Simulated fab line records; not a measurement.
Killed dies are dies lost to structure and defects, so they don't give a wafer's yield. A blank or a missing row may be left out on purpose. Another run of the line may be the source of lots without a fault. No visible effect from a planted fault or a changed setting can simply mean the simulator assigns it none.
fab line records + flow nand-harc
[record]
- lots = 14
- wafers = 42
- last-day = 33
route steps=1302 shown A_CONTACT@1064
lots with no fault: from the same line, run without faults
start-h: hours from the record's opening day to when the first of the lot's shown wafers began + wait-h: time in hours since the lot's previous step + " repeats the value in the row above + L1.1+2: a row that stands for several wafers + - either no value or no given start + * or withheld: withheld + < > ~ a bound
route shown NAME@n: NAME is a module with steps in the file, n the number in the route of the first one + usual: mean/standard deviation of fault-free wafers + same: alike in all rows + chamber/n: place in a boat + sites: each site's reading + _std_site: how widely they spread, as a standard deviation + _edge_site: inner sites' mean taken away from outer sites' mean + radius-mm: how far each site lies from the wafer's centre + mask NAME#n: copy n + behind: tool/chamber where the wafer was last shaped + hold: the reason the lot was held/the length of the hold in hours/how it ended + device: which transistor (n, p or np) failed to switch + end of line: tests of these same wafers at the route's end + a step without rows: its recipe alone + killed: dies lost to structure and defects at the first sort, not the wafer's yield + map: per-die view of a wafer (x killed, . not killed, _ where there is no die)
set.NAME: the setting that was run; set.NAME@STEP: the one run at that earlier step + model.NAME: the simulator's own value behind a step, which no gauge read
one table for each step of the route and one row for each wafer, over a sample of lots
services: the hour from which a tool's chamber was out of use, counted from the record's first day as start-h (under 0 if before that day), plus the number of hours and why
[[steps]]
[step NHARC_A_CONTACT_STRIP_82]
[recipe]
- o2-flow-sccm = 500
- ar-flow-sccm = 0
- bias-w = 0
- chemistry = O2
[usual]
- drypump-motor-current-A = 5.7/0.3
- oes-product-au = 1.004/0.007
- rf-vpp-V = 57.8/0.95
- showerhead-plenum-p-Torr = 3.53/0.16
- throttle-valve-pct = 17.036/0.0082
| lot.wafer | tool        | chamber | start-h | wait-h | drypump-motor-current-A | oes-product-au | rf-hours-counter-h | rf-vpp-V | showerhead-plenum-p-Torr | throttle-valve-pct |
|-----------|-------------|---------|---------|--------|-------------------------|----------------|--------------------|----------|--------------------------|--------------------|
| L863.2    | rie-diel-08 | 1       | -       | -      | 6.2                     | 0.992          | 23                 | 58.6     | 3.47                     | 17.046             |
| L863.3    | "           | 3       | "       | "      | 5.6                     | 1.000          | 27                 | 57.7     | 3.71                     | 17.038             |
| L863.6    | "           | 1       | "       | "      | 6.1                     | 1.003          | -                  | 56.4     | 3.47                     | 17.037             |
| L866.4    | rie-diel-08 | 1       | -       | -      | 6.2                     | 1.001          | 25                 | 57.8     | 3.47                     | 17.044             |
| L866.2    | "           | 3       | "       | "      | 5.6                     | 1.007          | 30                 | 57.2     | 3.71                     | 17.029             |
| L866.5    | "           | 1       | "       | "      | 6.2                     | 1.005          | -                  | 56.9     | 3.47                     | 17.044             |
| L864.2    | rie-diel-12 | 2       | -       | -      | 5.8                     | 1.004          | 21                 | 55.9     | 3.36                     | 17.031             |
| L864.3    | "           | 1       | "       | "      | 5.7                     | 1.010          | 20                 | 60.0     | 3.73                     | 17.023             |
| L864.5    | "           | 2       | "       | "      | 5.8                     | 1.006          | -                  | 57.3     | 3.36                     | 17.042             |
| L865.2    | rie-diel-12 | 1       | -       | -      | 5.7                     | 1.011          | 21                 | 57.9     | 3.73                     | 17.030             |
| L865.4    | "           | 1       | "       | "      | 5.7                     | 1.003          | -                  | 58.6     | 3.73                     | 17.041             |
| L865.6    | "           | 2       | "       | "      | 5.9                     | 1.004          | -                  | 57.5     | 3.36                     | 17.028             |
| L867.2    | rie-diel-12 | 3       | -       | -      | 5.0                     | 1.009          | 29                 | 58.0     | 3.73                     | 17.030             |
| L867.5    | "           | 3       | "       | "      | 5.0                     | 0.999          | -                  | 58.0     | 3.74                     | 17.047             |
| L867.6    | "           | 0       | "       | "      | 5.6                     | 0.995          | -                  | 56.8     | 3.36                     | 17.041             |
| L868.3    | rie-diel-12 | 3       | -       | -      | 5.0                     | 1.002          | 30                 | 57.9     | 3.74                     | 17.039             |
| L868.5    | "           | 1       | "       | "      | 5.7                     | 1.000          | -                  | 58.2     | 3.73                     | 17.032             |
| L868.6    | "           | 2       | "       | "      | 5.9                     | 1.004          | -                  | 58.7     | 3.36                     | 17.046             |
| L869.2    | rie-diel-08 | 1       | -       | -      | 6.2                     | 1.003          | 1                  | 57.4     | 3.47                     | 17.032             |
| L869.4    | "           | 2       | "       | "      | 5.3                     | 0.999          | 1                  | 57.7     | 3.68                     | 17.017             |
| L869.1    | "           | 3       | "       | "      | 5.6                     | 1.002          | 1                  | 58.6     | 3.70                     | 17.047             |
| L871.2    | rie-diel-12 | 3       | -       | -      | 5.0                     | 1.009          | 42                 | 60.0     | 3.73                     | 17.037             |
| L871.4    | "           | 0       | "       | "      | 5.6                     | 1.012          | 45                 | 56.6     | 3.36                     | 17.039             |
| L871.6    | "           | 2       | "       | "      | 5.9                     | 1.008          | -                  | 57.2     | 3.35                     | 17.051             |
| L877.4    | rie-diel-08 | 0       | -       | -      | 5.6                     | 0.996          | 15                 | 56.4     | 3.48                     | 17.036             |
| L877.1    | "           | 3       | "       | "      | 5.6                     | 1.003          | 16                 | 59.3     | 3.69                     | 17.037             |
| L877.6    | "           | 1       | "       | "      | 6.2                     | 0.999          | -                  | 58.2     | 3.46                     | 17.044             |
| L878.1    | rie-diel-12 | 2       | -       | -      | 5.9                     | 1.008          | 4                  | 58.0     | 3.34                     | 17.042             |
| L878.2    | "           | 3       | "       | "      | 5.0                     | 1.003          | 4                  | 57.4     | 3.72                     | 17.037             |
| L878.5    | "           | 3       | "       | "      | 5.0                     | 1.010          | -                  | 59.1     | 3.72                     | 17.034             |
| L879.3    | rie-diel-08 | 2       | -       | -      | 5.3                     | 1.009          | 17                 | 57.8     | 3.67                     | 17.031             |
| L879.4    | "           | 0       | "       | "      | 5.6                     | 0.993          | 19                 | 57.3     | 3.48                     | 17.033             |
| L879.6    | "           | 3       | "       | "      | 5.6                     | 1.006          | -                  | 57.5     | 3.69                     | 17.027             |
| L881.1    | rie-diel-01 | 0       | -       | -      | 5.6                     | 0.995          | 44                 | 58.6     | 3.40                     | 17.043             |
| L881.4    | "           | 2       | "       | "      | 6.1                     | 0.986          | 43                 | 57.6     | 3.51                     | 17.042             |
| L881.6    | "           | 0       | "       | "      | 5.6                     | 0.997          | -                  | 57.6     | 3.40                     | 17.041             |
| L884.4    | rie-diel-08 | 1       | -       | -      | 6.1                     | 1.008          | 23                 | 57.5     | 3.45                     | 17.025             |
| L884.2    | "           | 2       | "       | "      | 5.3                     | 1.016          | 23                 | 56.5     | 3.67                     | 17.059             |
| L884.5    | "           | 1       | "       | "      | 6.2                     | 1.016          | -                  | 58.3     | 3.45                     | 17.044             |
| L885.4    | rie-diel-12 | 1       | -       | -      | 5.7                     | 1.007          | 31                 | 58.0     | 3.70                     | 17.043             |
| L885.2    | "           | 2       | "       | "      | 5.8                     | 1.009          | 30                 | 57.5     | 3.33                     | 17.038             |
| L885.3    | "           | 3       | "       | "      | 5.0                     | 1.011          | 30                 | 58.0     | 3.70                     | 17.032             |
[step NHARC_A_CONTACT_DEP_85]
[recipe]
- target-thk-a = 600
- target-thk-nm = 60
- temp-c = 400
- pressure-torr = 3.5
- flow-sccm = 200
- rf-w = 350
- material = SiON
[usual]
- heater-power-w = 727/72
- rf-fwd-power-W = 348.2/1.3
- showerhead-vpp-V = 1118/25
| lot.wafer | tool     | chamber | start-h | wait-h | heater-power-w | rf-fwd-power-W | showerhead-vpp-V |
|-----------|----------|---------|---------|--------|----------------|----------------|------------------|
| L863.2    | pecvd-03 | 0       | 524.09  | 1.2    | 744            | 349.1          | 1163             |
| L863.3    | "        | 1       | "       | "      | 786            | 348.2          | 1123             |
| L863.6    | "        | 1       | "       | "      | 787            | 348.0          | 1121             |
| L866.2    | pecvd-03 | 0       | 532.32  | 1.2    | 757            | 348.5          | 1174             |
| L866.4    | "        | 1       | "       | "      | 821            | 350.1          | 1128             |
| L866.5    | "        | 0       | "       | "      | 777            | 350.4          | 1166             |
| L864.2    | pecvd-02 | 1       | 532.81  | 1.2    | 649            | 349.9          | 1114             |
| L864.3    | "        | 2       | "       | "      | 807            | 348.2          | 1106             |
| L864.5    | "        | 2       | "       | "      | 818            | 345.0          | 1114             |
| L865.2    | pecvd-03 | 0       | 536.90  | 1.2    | 726            | 349.4          | 1158             |
| L865.4    | "        | 1       | "       | "      | 797            | 349.4          | 1128             |
| L865.6    | "        | 2       | "       | "      | 824            | 347.1          | 1082             |
| L867.2    | pecvd-02 | 1       | 557.70  | 1.2    | 644            | 348.9          | 1106             |
| L867.6    | "        | 0       | "       | "      | 658            | 349.7          | 1074             |
| L867.5    | "        | 1       | "       | "      | 648            | 350.1          | 1109             |
| L868.3    | pecvd-03 | 0       | 560.13  | 0.9    | 686            | 349.4          | 1167             |
| L868.5    | "        | 1       | "       | "      | 754            | 347.7          | 1135             |
| L868.6    | "        | 0       | "       | "      | 693            | 347.6          | 1155             |
| L869.1    | pecvd-02 | 0       | 568.97  | 1.5    | 779            | 347.6          | 1100             |
| L869.2    | "        | 1       | "       | "      | 622            | 349.9          | 1097             |
| L869.4    | "        | 1       | "       | "      | 595            | 349.2          | 1130             |
| L871.2    | pecvd-03 | 0       | 593.89  | 1.3    | 666            | 349.7          | 1175             |
| L871.4    | "        | 1       | "       | "      | 822            | 349.0          | 1133             |
| L871.6    | "        | 2       | "       | "      | 731            | 347.2          | 1062             |
| L877.1    | pecvd-01 | 0       | 647.75  | 1.5    | 734            | 348.6          | 1153             |
| L877.6    | "        | 0       | "       | "      | 749            | 347.7          | 1162             |
| L877.4    | "        | 1       | "       | "      | 553            | 348.6          | 1152             |
| L878.2    | pecvd-02 | 0       | 648.22  | 1.2    | 696            | 348.0          | 1095             |
| L878.1    | "        | 2       | "       | "      | 845            | 346.5          | 1116             |
| L878.5    | "        | 2       | "       | "      | 838            | 345.6          | 1102             |
| L879.3    | pecvd-02 | 2       | 678.77  | 0.9    | 717            | 347.1          | 1121             |
| L879.6    | "        | 0       | "       | "      | 736            | 350.2          | 1069             |
| L879.4    | "        | 1       | "       | "      | 673            | 348.9          | 1098             |
| L881.1    | pecvd-01 | 0       | 692.67  | 1.5    | 721            | 348.0          | 1121             |
| L881.6    | "        | 1       | "       | "      | 688            | 350.3          | 1143             |
| L881.4    | "        | 2       | "       | "      | 715            | 347.9          | 1118             |
| L884.2    | pecvd-02 | 2       | 724.48  | 1.2    | 752            | 349.0          | 1122             |
| L884.4    | "        | 1       | "       | "      | 681            | 348.1          | 1097             |
| L884.5    | "        | 0       | "       | "      | 732            | 346.7          | 1084             |
| L885.3    | pecvd-01 | 2       | 732.83  | 0.9    | 829            | 347.1          | 1121             |
| L885.2    | "        | 1       | "       | "      | 711            | 348.2          | 1138             |
| L885.4    | "        | 2       | "       | "      | 809            | 347.8          | 1102             |
[step NHARC_A_CONTACT_ETCH_134]
[recipe]
- source-w = withheld
- pressure-mtorr = 20
- bias-v = withheld
- time-s = 140
- target-depth-a = 7000
- ar-flow-sccm = withheld
- c4f8-flow-sccm = withheld
- o2-flow-sccm = withheld
- chemistry = C4F8/O2/Ar
[usual]
- chamber-pressure-mTorr = 19.999/0.018
- oes-air-line-au = 0.995/0.02
[same]
- time-s = 140
| lot.wafer | tool            | chamber | start-h | wait-h | chamber-pressure-mTorr | oes-air-line-au | rf-hours-counter-h |
|-----------|-----------------|---------|---------|--------|------------------------|-----------------|--------------------|
| L863.2    | har-cap-etch-03 | 1       | 532.37  | -      | 20.029                 | 0.973           | 46                 |
| L863.3    | "               | 0       | "       | "      | 20.006                 | 1.021           | -                  |
| L863.6    | "               | 0       | "       | "      | 19.985                 | 1.006           | -                  |
| L866.2    | har-cap-etch-02 | 0       | 534.31  | -      | 20.000                 | 0.998           | 87                 |
| L866.4    | "               | 0       | "       | "      | 19.974                 | 0.965           | -                  |
| L866.5    | "               | 0       | "       | "      | 20.012                 | 0.990           | -                  |
| L864.2    | har-cap-etch-01 | 1       | 535.30  | -      | 19.990                 | 1.021           | 6                  |
| L864.3    | "               | 1       | "       | "      | 20.026                 | 1.024           | -                  |
| L864.5    | "               | 1       | "       | "      | 19.986                 | 1.041           | -                  |
| L865.2    | har-cap-etch-03 | 1       | 538.94  | -      | 19.995                 | 1.016           | 47                 |
| L865.4    | "               | 1       | "       | "      | 19.992                 | 0.991           | -                  |
| L865.6    | "               | 0       | "       | "      | 19.972                 | 1.037           | -                  |
| L867.2    | har-cap-etch-03 | 0       | 559.55  | -      | 20.019                 | 0.968           | 50                 |
| L867.6    | "               | 0       | "       | "      | 19.975                 | 0.962           | -                  |
| L867.5    | "               | 1       | "       | "      | 20.007                 | 0.984           | -                  |
| L868.3    | har-cap-etch-02 | 0       | 562.08  | -      | 20.023                 | 0.974           | -                  |
| L868.5    | "               | 1       | "       | "      | 19.997                 | 0.989           | -                  |
| L868.6    | "               | 0       | "       | "      | 19.999                 | 1.002           | -                  |
| L869.2    | har-cap-etch-03 | 0       | 571.12  | -      | 19.981                 | 0.966           | 52                 |
| L869.1    | "               | 1       | "       | "      | 20.008                 | 0.974           | 52                 |
| L869.4    | "               | 0       | "       | "      | 20.011                 | 0.967           | -                  |
| L871.2    | har-cap-etch-02 | 0       | 595.88  | -      | 19.998                 | 0.997           | 100                |
| L871.4    | "               | 1       | "       | "      | 20.017                 | 0.963           | -                  |
| L871.6    | "               | 0       | "       | "      | 20.017                 | 0.970           | -                  |
| L877.1    | har-cap-etch-01 | 0       | 649.79  | -      | 20.004                 | 1.015           | 29                 |
| L877.4    | "               | 1       | "       | "      | 20.020                 | 1.020           | -                  |
| L877.6    | "               | 1       | "       | "      | 19.994                 | 1.007           | -                  |
| L878.2    | har-cap-etch-03 | 1       | 650.25  | -      | 19.953                 | 0.997           | 67                 |
| L878.1    | "               | 0       | "       | "      | 19.998                 | 0.992           | 67                 |
| L878.5    | "               | 0       | "       | "      | 20.002                 | 0.987           | -                  |
| L879.3    | har-cap-etch-03 | 1       | 680.87  | -      | 20.030                 | 1.013           | -                  |
| L879.4    | "               | 0       | "       | "      | 20.010                 | 0.980           | -                  |
| L879.6    | "               | 1       | "       | "      | 20.007                 | 1.000           | -                  |
| L881.1    | har-cap-etch-02 | 0       | 694.70  | -      | 20.023                 | 1.003           | 118                |
| L881.4    | "               | 1       | "       | "      | 19.983                 | 0.927           | -                  |
| L881.6    | "               | 0       | "       | "      | 20.002                 | 0.995           | -                  |
| L884.2    | har-cap-etch-02 | 1       | 726.51  | -      | 20.001                 | 0.990           | 124                |
| L884.4    | "               | 0       | "       | "      | 20.033                 | 0.959           | -                  |
| L884.5    | "               | 1       | "       | "      | 19.983                 | 1.004           | -                  |
| L885.2    | har-cap-etch-01 | 0       | 734.74  | -      | 19.995                 | 0.980           | 43                 |
| L885.3    | "               | 0       | "       | "      | 20.026                 | 1.006           | -                  |
| L885.4    | "               | 1       | "       | "      | 20.011                 | 1.009           | -                  |
[step NHARC_A_CONTACT_ETCH_136]
[recipe]
- source-w = withheld
- pressure-mtorr = 20
- bias-v = 1200
- time-s = 311
- target-depth-a = 19120
- ar-flow-sccm = withheld
- c4f8-flow-sccm = withheld
- o2-flow-sccm = withheld
- chemistry = C4F8/O2/Ar
[usual]
- chamber-pressure-mTorr = 19.997/0.019
- oes-air-line-au = 1.001/0.02
- time-s = 311/0
| lot.wafer | tool            | chamber | start-h | wait-h | chamber-pressure-mTorr | oes-air-line-au | rf-hours-counter-h | time-s |
|-----------|-----------------|---------|---------|--------|------------------------|-----------------|--------------------|--------|
| L863.2    | har-cap-etch-03 | 1       | 533.02  | 0.3    | 20.007                 | 1.063           | 46                 | 311    |
| L863.3    | "               | 0       | "       | "      | 20.014                 | 1.015           | -                  | 311    |
| L863.6    | "               | 0       | "       | "      | 20.010                 | 1.013           | -                  | 311    |
| L866.2    | har-cap-etch-02 | 0       | 534.80  | 0.2    | 19.992                 | 0.972           | 87                 | 311    |
| L866.4    | "               | 0       | "       | "      | 19.987                 | 0.977           | -                  | 311    |
| L866.5    | "               | 0       | "       | "      | 19.994                 | 0.985           | -                  | 311    |
| L864.2    | har-cap-etch-01 | 1       | 535.93  | 0.3    | 19.974                 | 1.022           | 7                  | 311    |
| L864.3    | "               | 1       | "       | "      | 20.032                 | 1.009           | -                  | 311    |
| L864.5    | "               | 1       | "       | "      | 20.031                 | 1.045           | -                  | 311    |
| L865.2    | har-cap-etch-03 | 1       | 539.42  | 0.2    | 20.006                 | 1.019           | 48                 | 311    |
| L865.4    | "               | 1       | "       | "      | 20.013                 | 0.987           | -                  | 311    |
| L865.6    | "               | 0       | "       | "      | 19.978                 | 1.019           | -                  | 311    |
| L867.2    | har-cap-etch-03 | 0       | 560.02  | 0.2    | -                      | -               | -                  | -      |
| L867.6    | "               | 0       | "       | "      | -                      | -               | -                  | -      |
| L867.5    | "               | 1       | "       | "      | -                      | -               | -                  | -      |
| L868.3    | har-cap-etch-02 | 0       | 562.58  | 0.2    | -                      | -               | -                  | -      |
| L868.5    | "               | 1       | "       | "      | -                      | -               | -                  | -      |
| L868.6    | "               | 0       | "       | "      | -                      | -               | -                  | -      |
| L869.2    | har-cap-etch-03 | 0       | 571.59  | 0.2    | 19.980                 | 0.999           | 52                 | 311    |
| L869.1    | "               | 1       | "       | "      | 19.992                 | 1.016           | 52                 | 311    |
| L869.4    | "               | 0       | "       | "      | 19.980                 | 0.997           | -                  | 311    |
| L871.2    | har-cap-etch-02 | 0       | 596.34  | 0.2    | 19.994                 | 0.982           | 100                | 311    |
| L871.4    | "               | 1       | "       | "      | 19.993                 | 0.972           | -                  | 311    |
| L871.6    | "               | 0       | "       | "      | 20.008                 | 0.979           | -                  | 311    |
| L877.1    | har-cap-etch-01 | 0       | 650.27  | 0.2    | 19.974                 | 1.014           | 30                 | 311    |
| L877.4    | "               | 1       | "       | "      | 20.010                 | 1.004           | -                  | 311    |
| L877.6    | "               | 1       | "       | "      | 19.988                 | 1.008           | -                  | 311    |
| L878.2    | har-cap-etch-03 | 1       | 650.73  | 0.2    | 19.961                 | 0.987           | 68                 | 311    |
| L878.1    | "               | 0       | "       | "      | 19.990                 | 0.969           | 68                 | 311    |
| L878.5    | "               | 0       | "       | "      | 20.018                 | 1.003           | -                  | 311    |
| L879.3    | har-cap-etch-03 | 1       | 681.37  | 0.2    | 19.982                 | 1.010           | -                  | 311    |
| L879.4    | "               | 0       | "       | "      | 20.021                 | 1.012           | -                  | 311    |
| L879.6    | "               | 1       | "       | "      | 19.998                 | 1.020           | -                  | 311    |
| L881.1    | har-cap-etch-02 | 0       | 695.18  | 0.2    | 19.998                 | 0.962           | 119                | 311    |
| L881.4    | "               | 1       | "       | "      | 19.984                 | 0.970           | -                  | 311    |
| L881.6    | "               | 0       | "       | "      | 19.971                 | 0.972           | -                  | 311    |
| L884.2    | har-cap-etch-02 | 1       | 727.00  | 0.2    | 19.982                 | 1.006           | 124                | 311    |
| L884.4    | "               | 0       | "       | "      | 20.000                 | 1.021           | -                  | 311    |
| L884.5    | "               | 1       | "       | "      | 19.977                 | 0.998           | -                  | 311    |
| L885.2    | har-cap-etch-01 | 0       | 735.21  | 0.2    | 20.003                 | 0.962           | 44                 | 311    |
| L885.3    | "               | 0       | "       | "      | 19.986                 | 0.981           | -                  | 311    |
| L885.4    | "               | 1       | "       | "      | 19.972                 | 0.999           | -                  | 311    |
[[services]]
| tool            | chamber | start-h | hours | kind   |
|-----------------|---------|---------|-------|--------|
| rie-diel-12     | 1       | 503.09  | 6.9   | repair |
| rie-diel-12     | 0       | 503.58  | -     | clean  |
| rie-diel-12     | 2       | 503.58  | -     | clean  |
| rie-diel-12     | 3       | 503.58  | -     | clean  |
| pecvd-02        | 0       | 510.74  | 25.5  | repair |
| rie-diel-12     | 0       | 528.23  | -     | clean  |
| rie-diel-12     | 1       | 528.23  | -     | clean  |
| rie-diel-12     | 2       | 533.18  | 1.2   | repair |
| pecvd-03        | -       | 547.00  | 13.0  | pm     |
| har-cap-etch-01 | -       | 549.38  | 0.9   | repair |
| rie-diel-01     | -       | 555.21  | 0.2   | repair |
| rie-diel-01     | -       | 560.76  | 9.0   | pm     |
| rie-diel-08     | 1       | 568.42  | 6.1   | repair |
| pecvd-02        | -       | 589.29  | 13.0  | pm     |
| pecvd-03        | -       | 598.92  | 0.6   | repair |
| rie-diel-12     | -       | 622.52  | 9.0   | pm     |
| har-cap-etch-02 | -       | 635.17  | 0.1   | repair |
| rie-diel-08     | 2       | 658.58  | 5.1   | repair |
| rie-diel-08     | -       | 666.06  | 0.3   | repair |
| pecvd-01        | -       | 673.48  | 13.0  | pm     |
| pecvd-02        | 0       | 702.67  | 13.2  | repair |
| rie-diel-08     | -       | 722.63  | 9.0   | pm     |
| pecvd-03        | -       | 728.00  | 13.0  | pm     |
| rie-diel-01     | 3       | 734.63  | 6.7   | repair |
[[key]]
[first-sign]
- step = NHARC_A_CONTACT_ETCH_136
- reading = tool-record
- direction = missing
effect none on later readings
met-at NHARC_A_CONTACT_ETCH_136
struck-lots L867,L868
later-rows-left-out L867.2,L867.5,L867.6,L868.3,L868.5,L868.6
sort-left-out L867.2,L867.5,L867.6,L868.3,L868.5,L868.6
tester-left-out L867,L868
not-acting-at NHARC_A_CONTACT_STRIP_82,NHARC_A_CONTACT_DEP_85,NHARC_A_CONTACT_ETCH_134
onset-between 539.42 560.02
[fault]
- kind = skipped-step-whole
- tool = har-cap-etch-02,har-cap-etch-03
- chamber = -
- onset-h = 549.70
- steps = NHARC_A_CONTACT_ETCH_136
- scope = struck-lots-only
// tester-left-out: of these lots the tester's yield and bins aren't shown, on N5 and GAA mostly nor the transistor test; their killed dies are dies lost to structure and defects alone, not to doping, threshold or leakage, so they don't give the yield
// sort-left-out: the simulated sort isn't trusted on such a fault, so these wafers' sort isn't shown, and their yield isn't known
// later-rows-left-out: the simulator's readings of these wafers behind a module that went badly wrong aren't trusted and aren't shown, but for the sort
